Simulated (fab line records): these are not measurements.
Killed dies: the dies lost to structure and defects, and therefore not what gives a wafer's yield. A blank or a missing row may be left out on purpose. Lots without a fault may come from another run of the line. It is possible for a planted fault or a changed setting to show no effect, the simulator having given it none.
Matching of chambers    flow n5_finfet    rie_diel-06 running N5_BEOL_M4_STRIP_19: 4 sister chambers
The step strips in O2. 8 wafers are shown with their chamber, then 7 later ones without.

== WAFERS, EACH WITH ITS CHAMBER ==
wafer   chamber  showerhead_plenum_p_Torr (Torr)  drypump_motor_current_A (A)
L077.2  1        2.22                             6.5
L076.5  1        2.22                             6.5
L076.6  2        2.01                             5.7
L082.1  3        1.97                             6.6
L082.4  0        2.10                             5.9
L082.6  0        2.10                             5.9
L083.1  3        1.97                             6.6
L083.4  2        2.00                             5.6

== WAFERS WITH NO CHAMBER GIVEN ==
wafer   showerhead_plenum_p_Torr (Torr)  drypump_motor_current_A (A)
L083.5  2.00                             5.7
L089.1  2.21                             6.4
L089.4  2.10                             5.9
L089.6  2.21                             6.4
L097.3  2.23                             6.6
L097.4  1.99                             5.6
L097.6  2.21                             6.5

== CHAMBER TAKEN BY EACH ==
wafer    from the rows above   in truth
L083.5   2                     2
L089.1   1                     1
L089.4   0                     0
L089.6   1                     1
L097.3   1                     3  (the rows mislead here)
L097.4   2                     2
L097.6   1                     1
6 of 7 placed correctly. Left unplaced by these rows: 0. Placed wrongly: 1.
How it was worked out, from the rows above alone: a wafer's distance from a chamber is the root of the sum, over the readings, of the square of ((its reading less the chamber's mean) divided by the reading's scatter). If the next closest chamber is less than 2 further off than the closest, the wafer can't be placed; otherwise it belongs to the closest. A chamber's mean is the mean of its shown wafers. The scatter is the square root of a quotient: the sum, over the shown wafers, of each reading's squared deviation from its chamber's mean, divided by wafers minus chambers.
